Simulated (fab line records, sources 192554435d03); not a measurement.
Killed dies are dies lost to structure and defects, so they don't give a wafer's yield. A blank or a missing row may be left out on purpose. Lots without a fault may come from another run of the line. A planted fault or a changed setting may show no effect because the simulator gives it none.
A struck lot beside a sound one | flow n5_finfet | 15 steps out of a route of 1938
Sound: wafers L410.2, L410.3, L410.5. Struck: wafers L426.1, L426.2, L426.5. The cause comes at the end.
At each step with rows: each side's tool, then ch and its chambers, then its first start. Under that, the readings that differ: sound wafers | struck wafers | difference of the means | sigmas: that difference in standard deviations of wafers without a fault.
alike: readings whose means differ by less than 2 such deviations, and words and numbers that are the same on both sides. not compared: withheld readings, readings that some wafer has no value for, bounds like >300 that may hide the same value, and numbers for which the record gives no deviation and whose values overlap.
The two part at a step that has a row with sigmas, a row that says differs or no value, or rows on one side only. Numbers that don't overlap but have no deviation are shown without sigmas and don't part them. A reading that every wafer of one side lacks parts them only if that side has two wafers or more.

first, 1 step without rows for these wafers: N5_BEOL_M8_TRENCH_ETCH_37 (etches SiCOH lowk in C4F6/O2, target depth 93.478 nm, time 31.2 s).
N5_BEOL_M8_ETCH_41: etches SiCN in CH3F/O2, target depth 31.9 nm, time 57.8 s.
  sound on rie_diel-04 ch 1,2; struck on rie_diel-04 ch 1,2
  alike: drypump_motor_current_A, oes_product_au, rf_vpp_V, showerhead_plenum_p_Torr, throttle_valve_pct
  not compared: rf_hours_counter_h
N5_BEOL_M8_STRIP_80: strips in N2/H2, time 10 s.
  sound on rie_diel-04 ch 1,2; struck on rie_diel-04 ch 1,2
  alike: drypump_motor_current_A, oes_product_au, rf_vpp_V, showerhead_plenum_p_Torr, throttle_valve_pct
  not compared: rf_hours_counter_h
N5_BEOL_M8_OCD_MEAS_38:
  sound on ocd-02, day 9 18:34; struck on ocd-02, day 14 05:09
  alike: trench_depth_nm
then, 4 steps without rows for these wafers: N5_BEOL_M8_HM_STRIP_39 (strips TiN in peroxide tin strip, target depth 25 nm, time 158 s); N5_BEOL_M8_SRD_40 (time 30 s); N5_BEOL_M8_PRECLEAN_42 (cleans in residue remover, time 60 s); N5_BEOL_M8_SRD_43 (time 30 s).
N5_BEOL_M8_CD_MEAS_35: target cd 40 nm.
  sound on cd_sem-02, day 9 18:43; struck on cd_sem-03, day 14 05:18
  alike: cd_nm
N5_BEOL_M8_CURE_75: cures SiCOH lowk, time 120 s.
  sound on uv_cure-02 ch 0, day 9 18:49; struck on uv_cure-02 ch 1, day 14 05:21
  alike: lamp_power_pct, wafer_temp_C_max
N5_BEOL_M8_DEGAS_44: time 60 s.
  sound on pvd_sputter-01, day 9 19:08; struck on pvd_sputter-02, day 14 06:10
  alike: heater_power_w
then, 1 step without rows for these wafers: N5_BEOL_M8_PRE_CLEAN_45 (time 30 s).
N5_BEOL_M8_ALD_77: deposits TaN, target thk 2 nm, pulse time 2 s, purge time 3 s.
  sound on ald_metal-03 ch 1,2,3, day 9 19:14; struck on ald_metal-03 ch 1,2,3, day 14 06:16
  reading                                 | sound    | struck      | difference | sigmas
  ald_cycles                              | 40 40 40 | 53 53 53    | +13        |
  model.TaN_of_BEOL_M8_ALD_77.thk_nm (nm) | 2 2 2    | 2.6 2.6 2.6 | +0.6       |
  alike: heater_power_w, precursor_vessel_pressure_torr
N5_BEOL_M8_SURFACE_TREAT_79:
  sound on pvd_sputter-01, day 9 19:32; struck on pvd_sputter-01, day 14 06:37
  not compared: throttle_valve_pct
-- the record jumps here: 3 days lie between the struck wafers' starts before and after (it left off in module BEOL_M8 and takes up again in module PASSIVATION, whose first step shown is number 1936 of the route) --
N5_PASSIVATION_PROBE_49:
  the record has rows for the struck wafers here (prober-01, day 17 08:07) and none for the sound ones

WHERE THEY PART
Only at N5_PASSIVATION_PROBE_49, within this record.

WHY: what the simulator had put in
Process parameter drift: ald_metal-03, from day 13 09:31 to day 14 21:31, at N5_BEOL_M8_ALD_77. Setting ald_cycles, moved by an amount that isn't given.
